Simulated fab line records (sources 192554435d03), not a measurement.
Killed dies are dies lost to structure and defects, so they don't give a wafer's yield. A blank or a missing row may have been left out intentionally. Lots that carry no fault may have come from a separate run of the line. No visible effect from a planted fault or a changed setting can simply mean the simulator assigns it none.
Chamber matching :: flow n5-finfet :: 4 sister chambers for N5_BEOL_M14_CMP_49 on cmp-01
The step polishes, stops on SiO2, t overpolish 5.2 s, target thk 560 nm. 16 wafers are shown with their chamber, then 8 later ones without.

== WAFERS, EACH WITH ITS CHAMBER ==
wafer: L078.1
chamber: 1
motor-current-A (A): 9.3
time-to-endpoint-s (s): 126
barrier-field-endpoint-s (s): 11.6

wafer: L078.2
chamber: 3
motor-current-A (A): 7.6
time-to-endpoint-s (s): 129
barrier-field-endpoint-s (s): 11.7

wafer: L078.6
chamber: 0
motor-current-A (A): 7.8
time-to-endpoint-s (s): 112
barrier-field-endpoint-s (s): 11.1

wafer: L079.1
chamber: 2
motor-current-A (A): 7.1
time-to-endpoint-s (s): 113
barrier-field-endpoint-s (s): 10.7

wafer: L079.4
chamber: 3
motor-current-A (A): 8.0
time-to-endpoint-s (s): 127
barrier-field-endpoint-s (s): 11.7

wafer: L079.5
chamber: 1
motor-current-A (A): 9.4
time-to-endpoint-s (s): 120
barrier-field-endpoint-s (s): 11.1

wafer: L082.1
chamber: 0
motor-current-A (A): 8.5
time-to-endpoint-s (s): 119
barrier-field-endpoint-s (s): 10.9

wafer: L082.2
chamber: 3
motor-current-A (A): 8.3
time-to-endpoint-s (s): 133
barrier-field-endpoint-s (s): 11.7

wafer: L082.6
chamber: 1
motor-current-A (A): 9.1
time-to-endpoint-s (s): 130
barrier-field-endpoint-s (s): 11.7

wafer: L086.1
chamber: 3
motor-current-A (A): 7.8
time-to-endpoint-s (s): 128
barrier-field-endpoint-s (s): 11.7

wafer: L086.2
chamber: 2
motor-current-A (A): 7.1
time-to-endpoint-s (s): 129
barrier-field-endpoint-s (s): 11.7

wafer: L086.5
chamber: 3
motor-current-A (A): 7.8
time-to-endpoint-s (s): 139
barrier-field-endpoint-s (s): 12.0

wafer: L090.2
chamber: 2
motor-current-A (A): 6.8
time-to-endpoint-s (s): 129
barrier-field-endpoint-s (s): 11.9

wafer: L090.5
chamber: 3
motor-current-A (A): 8.1
time-to-endpoint-s (s): 130
barrier-field-endpoint-s (s): 12.0

wafer: L090.6
chamber: 2
motor-current-A (A): 7.2
time-to-endpoint-s (s): 124
barrier-field-endpoint-s (s): 11.6

wafer: L092.2
chamber: 1
motor-current-A (A): 9.5
time-to-endpoint-s (s): 127
barrier-field-endpoint-s (s): 11.7

SIGNATURES (averages over the wafers above)
reading: motor-current-A
chamber 0: 8.150
chamber 1: 9.325
chamber 2: 7.050
chamber 3: 7.933
scatter within a chamber: 0.248

reading: time-to-endpoint-s
chamber 0: 115.50
chamber 1: 125.75
chamber 2: 123.75
chamber 3: 131.00
scatter within a chamber: 5.37

reading: barrier-field-endpoint-s
chamber 0: 11.000
chamber 1: 11.525
chamber 2: 11.475
chamber 3: 11.800
scatter within a chamber: 0.321
Rule: a wafer's distance from a chamber is the root of the sum, over the readings, of the square of ((its reading less the chamber's mean) divided by the reading's scatter). The wafer belongs to the nearest chamber; if the next one is less than 2 further off, it can't be placed. The scatter: the root of (the sum of the squares of (reading less its chamber's mean) over the shown wafers, divided by (wafers less chambers)).

== WAFERS WITHOUT THEIR CHAMBER ==
wafer: L092.3
motor-current-A (A): 8.0
time-to-endpoint-s (s): 113
barrier-field-endpoint-s (s): 10.8

wafer: L092.5
motor-current-A (A): 7.7
time-to-endpoint-s (s): 130
barrier-field-endpoint-s (s): 11.8

wafer: L094.1
motor-current-A (A): 7.8
time-to-endpoint-s (s): 131
barrier-field-endpoint-s (s): 11.5

wafer: L094.3
motor-current-A (A): 9.3
time-to-endpoint-s (s): 125
barrier-field-endpoint-s (s): 11.2

wafer: L094.5
motor-current-A (A): 7.9
time-to-endpoint-s (s): 127
barrier-field-endpoint-s (s): 11.4

wafer: L093.3
motor-current-A (A): 8.4
time-to-endpoint-s (s): 116
barrier-field-endpoint-s (s): 10.7

wafer: L093.5
motor-current-A (A): 8.4
time-to-endpoint-s (s): 113
barrier-field-endpoint-s (s): 10.9

wafer: L093.6
motor-current-A (A): 7.8
time-to-endpoint-s (s): 126
barrier-field-endpoint-s (s): 11.3

== WHICH CHAMBER EACH WENT THROUGH ==
wafer: L092.3
from the rows above: 0
in truth: 0

wafer: L092.5
from the rows above: 3
in truth: 3

wafer: L094.1
from the rows above: 3
in truth: 3

wafer: L094.3
from the rows above: 1
in truth: 1

wafer: L094.5
from the rows above: can't be placed: 3 or 0
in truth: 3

wafer: L093.3
from the rows above: 0
in truth: 0

wafer: L093.5
from the rows above: 0
in truth: 0

wafer: L093.6
from the rows above: can't be placed: 3 or 0 or 2
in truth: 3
Placed correctly: 6 of 8. Can't be placed from these rows: 2 (the true chamber is among the candidates in 2). 0 placed wrongly.
